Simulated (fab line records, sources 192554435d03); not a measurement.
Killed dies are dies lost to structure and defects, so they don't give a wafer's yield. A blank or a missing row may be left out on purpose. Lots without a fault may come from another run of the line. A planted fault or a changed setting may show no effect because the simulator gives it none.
Which tool did it? | flow n5_finfet | 9 lots, 27 wafers sampled, at 5 steps of a route of 1938

WHAT THE GAUGES READ, wafer by wafer
N5_FIN_SAQP_CD_MEAS_27: target cd 20 nm. Usual: cd_nm 20.29 nm, standard deviation 0.21.
lot  | measured    | on        | cd_nm (nm)        | flag
L661 | day 2 05:38 | cd_sem-02 | 20.49 20.36 20.01 |
L662 | day 2 13:34 | cd_sem-03 | 20.16 19.73 20.29 |
L666 | day 3 11:49 | cd_sem-01 | 20.42 20.23 20.24 |
L667 | day 3 18:12 | cd_sem-01 | 20.30 20.24 20.05 |
L668 | day 3 23:55 | cd_sem-03 | 20.31 20.02 20.14 |
L677 | day 6 06:11 | cd_sem-01 | 20.51 20.85 20.08 |
L681 | day 7 06:38 | cd_sem-01 | 20.23 19.97 20.20 |
L682 | day 7 12:23 | cd_sem-02 | 20.42 20.32 19.98 |
L683 | day 7 17:55 | cd_sem-02 | 20.58 20.26 20.23 |

N5_BEOL_M4_RC_MEAS_101. Usual: DIBL_N 36.4 mV/V, standard deviation 1.4; DIBL_P 36.4 mV/V, standard deviation 1.5; IOFF_N 0.156 nA/um, standard deviation 0.022; IOFF_P 0.210 nA/um, standard deviation 0.023; ION_N 675 uA/um, standard deviation 9.1; ION_P 463 uA/um, standard deviation 5.7; SS_N 71.6 mV/dec, standard deviation 0.45; SS_P 73.3 mV/dec, standard deviation 0.56; VT_N 250 mV, standard deviation 3.1; VT_P -250.3 mV, standard deviation 2.3.
lot  | measured     | on        | DIBL_N (mV/V)  | DIBL_P (mV/V)  | IOFF_N (nA/um)    | IOFF_P (nA/um)    | ION_N (uA/um) | ION_P (uA/um) | SS_N (mV/dec)  | SS_P (mV/dec)  | VT_N (mV)   | VT_P (mV)            | flag
L661 | day 9 10:19  | prober-01 | 36.4 34.4 35.7 | 38.4 36.0 37.3 | 0.172 0.147 0.159 | 0.220 0.183 0.201 | 680 676 680   | 464 466 463   | 71.4 71.8 71.4 | 73.1 73.3 73.2 | 248 251 252 | -247.6 -254.1 -251.3 |
L662 | day 10 06:00 | prober-02 | 34.5 35.7 35.5 | 34.8 36.9 37.1 | 0.139 0.163 0.166 | 0.180 0.217 0.213 | 663 672 678   | 453 459 462   | 71.0 71.0 71.6 | 72.3 73.5 73.3 | 252 248 248 | -248.9 -248.0 -248.4 |
L666 | day 10 13:27 | prober-02 | 37.7 36.1 36.7 | 35.4 33.3 34.6 | 0.175 0.140 0.151 | 0.232 0.197 0.211 | 686 669 681   | 474 459 470   | 71.6 70.9 70.9 | 74.0 72.9 73.6 | 249 253 250 | -249.3 -249.0 -248.6 |
L667 | day 10 18:31 | prober-02 | 35.5 37.6 37.8 | 34.7 37.7 37.5 | 0.123 0.155 0.163 | 0.159 0.200 0.206 | 653 667 670   | 448 455 464   | 70.7 71.7 71.4 | 72.9 73.8 73.9 | 252 253 249 | -256.7 -252.8 -251.3 |
L668 | day 11 01:58 | prober-01 | 36.7 38.2 35.7 | 39.1 40.0 37.9 | 0.176 0.215 0.169 | 0.239 0.259 0.216 | 683 691 676   | 470 466 460   | 72.3 71.8 71.2 | 74.5 73.4 73.3 | 245 243 245 | -248.6 -246.6 -248.6 |
L677 | day 13 13:28 | prober-01 | 37.7 36.4 38.5 | 37.1 35.4 38.0 | 0.167 0.154 0.188 | 0.210 0.189 0.223 | 682 687 690   | 461 463 471   | 71.6 71.4 71.9 | 74.3 73.1 73.9 | 249 249 245 | -251.9 -252.3 -251.3 |
L681 | day 14 05:38 | prober-01 | 37.2 38.5 36.9 | 37.8 37.8 36.5 | 0.178 0.199 0.160 | 0.224 0.230 0.202 | 680 683 681   | 465 464 466   | 71.8 72.1 71.9 | 73.4 73.7 73.5 | 246 247 248 | -249.6 -250.2 -252.1 |
L682 | day 14 15:42 | prober-02 | 37.2 36.8 35.9 | 38.6 37.0 35.9 | 0.187 0.166 0.152 | 0.259 0.228 0.212 | 685 671 675   | 477 465 467   | 72.3 72.1 71.6 | 73.5 74.1 73.8 | 246 248 249 | -249.3 -249.0 -250.1 |
L683 | day 15 06:20 | prober-02 | 37.0 35.1 36.8 | 38.0 36.5 38.2 | 0.164 0.139 0.174 | 0.233 0.205 0.235 | 669 669 676   | 468 465 467   | 71.6 71.4 71.8 | 73.6 72.4 72.8 | 250 252 249 | -249.7 -248.6 -249.1 |

WHICH TOOL RAN EACH LOT (tool, then ch and the chambers of the sampled wafers, then the start)
lot  | N5_FIN_SAQP_MANDREL1_REMOVE_56  | N5_FIN_SAQP_ETCH_67               | N5_FIN_SAQP_SPACER2_ALD_28
L661 | rie_si-06 ch 0,1,3, day 2 05:31 | rie_diel-05 ch 0,2, day 2 06:37   | ald_sin-04 ch 1,2, day 2 06:53
L662 | rie_si-04 ch 0,1,2, day 2 13:27 | rie_diel-02 ch 1,2,3, day 2 14:23 | ald_sin-04 ch 1,2,3, day 2 14:55
L666 | rie_si-06 ch 0,2,3, day 3 11:41 | rie_diel-05 ch 0,1,3, day 3 12:37 | ald_sin-04 ch 0,3, day 3 13:48
L667 | rie_si-04 ch 1,3, day 3 18:05   | rie_diel-03 ch 0,1,2, day 3 18:59 | ald_sin-04 ch 0,2, day 3 19:14
L668 | rie_si-04 ch 0,1,3, day 3 23:48 | rie_diel-05 ch 0,1,3, day 4 00:41 | ald_sin-03 ch 0,2,3, day 4 00:56
L677 | rie_si-04 ch 0,1, day 6 06:04   | rie_diel-02 ch 0,1,3, day 6 07:05 | ald_sin-01 ch 2,3, day 6 07:20
L681 | rie_si-05 ch 0,2,3, day 7 06:32 | rie_diel-05 ch 1,2, day 7 07:25   | ald_sin-04 ch 0,2,3, day 7 07:40
L682 | rie_si-04 ch 0,1,2, day 7 12:16 | rie_diel-05 ch 1,2,3, day 7 13:32 | ald_sin-04 ch 0,1,3, day 7 13:47
L683 | rie_si-04 ch 0,3, day 7 17:49   | rie_diel-05 ch 1,3, day 7 18:46   | ald_sin-01 ch 1,2,3, day 7 19:01
- N5_FIN_SAQP_MANDREL1_REMOVE_56: chemistry HBr/Cl2/O2, target a-Si, stops on SiNx, bt time 10 s.
- N5_FIN_SAQP_ETCH_67: etches SiNx in CH3F/O2, target depth 30 nm.
- N5_FIN_SAQP_SPACER2_ALD_28: deposits SiO2, target thk 8.1 nm, pulse time 1 s, purge time 2 s.

WHAT THE TOOLS THEMSELVES READ (means of the sampled wafers that have a number; where no wafer has one, the mark that the record gives instead)
N5_FIN_SAQP_MANDREL1_REMOVE_56. Usual: chamber_pressure_mTorr 9.999 mTorr, standard deviation 0.0094; drypump_motor_current_A 5.8 A, standard deviation 0.47; oes_product_au 1.007 a.u., standard deviation 0.019; throttle_valve_pct 36.66 %, standard deviation 0.3.
lot  | tool      | chamber_pressure_mTorr (mTorr) | drypump_motor_current_A (A) | oes_product_au (a.u.) | throttle_valve_pct (%) | flag
L661 | rie_si-06 | 10.005                         | 5.4                         | 1.002                 | 36.57                  |
L662 | rie_si-04 | 10.007                         | 6.1                         | 1.016                 | 36.64                  |
L666 | rie_si-06 | 10.001                         | 5.6                         | 1.016                 | 36.70                  |
L667 | rie_si-04 | 10.002                         | 5.6                         | 1.017                 | 36.50                  |
L668 | rie_si-04 | 10.002                         | 5.7                         | 1.009                 | 36.49                  |
L677 | rie_si-04 | 10.000                         | 5.9                         | 0.994                 | 36.37                  |
L681 | rie_si-05 | 10.005                         | 6.1                         | 0.985                 | 36.58                  |
L682 | rie_si-04 | 10.014                         | 6.0                         | 1.012                 | 36.63                  |
L683 | rie_si-04 | 9.999                          | 5.7                         | 0.996                 | 36.48                  |

N5_FIN_SAQP_ETCH_67. Usual: chamber_pressure_mTorr 30.001 mTorr, standard deviation 0.03; drypump_motor_current_A 5.9 A, standard deviation 0.49; oes_product_au 0.78 a.u., standard deviation 0.074; rf_vpp_V 299 V, standard deviation 3.3; showerhead_plenum_p_Torr 2.04 Torr, standard deviation 0.072; throttle_valve_pct 16.37 %, standard deviation 0.2.
lot  | tool        | chamber_pressure_mTorr (mTorr) | drypump_motor_current_A (A) | oes_product_au (a.u.) | rf_vpp_V (V) | showerhead_plenum_p_Torr (Torr) | throttle_valve_pct (%) | flag
L661 | rie_diel-05 | 29.998                         | 5.8                         | 0.79                  | 300          | 2.10                            | 16.27                  |
L662 | rie_diel-02 | 30.007                         | 5.6                         | 0.77                  | 298          | 2.00                            | 16.55                  |
L666 | rie_diel-05 | 30.034                         | 5.7                         | 0.84                  | 299          | 2.05                            | 16.32                  |
L667 | rie_diel-03 | 30.013                         | 6.3                         | 0.71                  | 299          | 2.01                            | 16.41                  |
L668 | rie_diel-05 | 30.026                         | 5.7                         | 0.83                  | 299          | 2.05                            | 16.32                  |
L677 | rie_diel-02 | 30.002                         | 5.6                         | 0.83                  | 300          | 2.05                            | 16.33                  |
L681 | rie_diel-05 | 29.997                         | 5.2                         | 0.83                  | 296          | 1.99                            | 16.15                  |
L682 | rie_diel-05 | 29.997                         | 5.7                         | 0.77                  | 298          | 2.03                            | 16.30                  |
L683 | rie_diel-05 | 29.993                         | 5.4                         | 0.84                  | 297          | 2.00                            | 16.27                  |

N5_FIN_SAQP_SPACER2_ALD_28. Usual: heater_power_w 467 W, standard deviation 56; precursor_pulse_height_rel 1.001, standard deviation 0.021; susceptor_temp_C 300.02 C, standard deviation 0.19.
lot  | tool       | heater_power_w (W) | precursor_pulse_height_rel | susceptor_temp_C (C) | flag
L661 | ald_sin-04 | 471                | 1.019                      | 299.86               |
L662 | ald_sin-04 | 448                | 1.013                      | 300.01               |
L666 | ald_sin-04 | 435                | 0.995                      | 308.88               | OFF
L667 | ald_sin-04 | 464                | 0.990                      | 308.70               | OFF
L668 | ald_sin-03 | 467                | 0.998                      | 300.02               |
L677 | ald_sin-01 | 491                | 1.023                      | 299.87               |
L681 | ald_sin-04 | 430                | 0.995                      | 300.17               |
L682 | ald_sin-04 | 410                | 1.024                      | 299.94               |
L683 | ald_sin-01 | 514                | 1.011                      | 299.88               |

THE ANSWER, worked out from the rows above alone
Rule: a lot is off if the mean of its wafers that have a number lies more than 3 standard deviations from the usual mean. A lot without any number at a reading at which 4 lots or more have one is off too. The other lots that the step has rows for count as sound. The gauges are gone through in route order, then the tools' own readings, and for those a lot's mean is taken as printed above. The first step at which some lot is off is used, and at that step the reading that is off furthest; a lot without a number counts as furthest.
Off: L666, L667, at N5_FIN_SAQP_SPACER2_ALD_28 (susceptor_temp_C).
A tool fits if, at that step or a process step before it, it ran every lot that is off, and no sound lot after the first of them. None of those tried fits.

WHAT THE SIMULATOR HAD PUT IN
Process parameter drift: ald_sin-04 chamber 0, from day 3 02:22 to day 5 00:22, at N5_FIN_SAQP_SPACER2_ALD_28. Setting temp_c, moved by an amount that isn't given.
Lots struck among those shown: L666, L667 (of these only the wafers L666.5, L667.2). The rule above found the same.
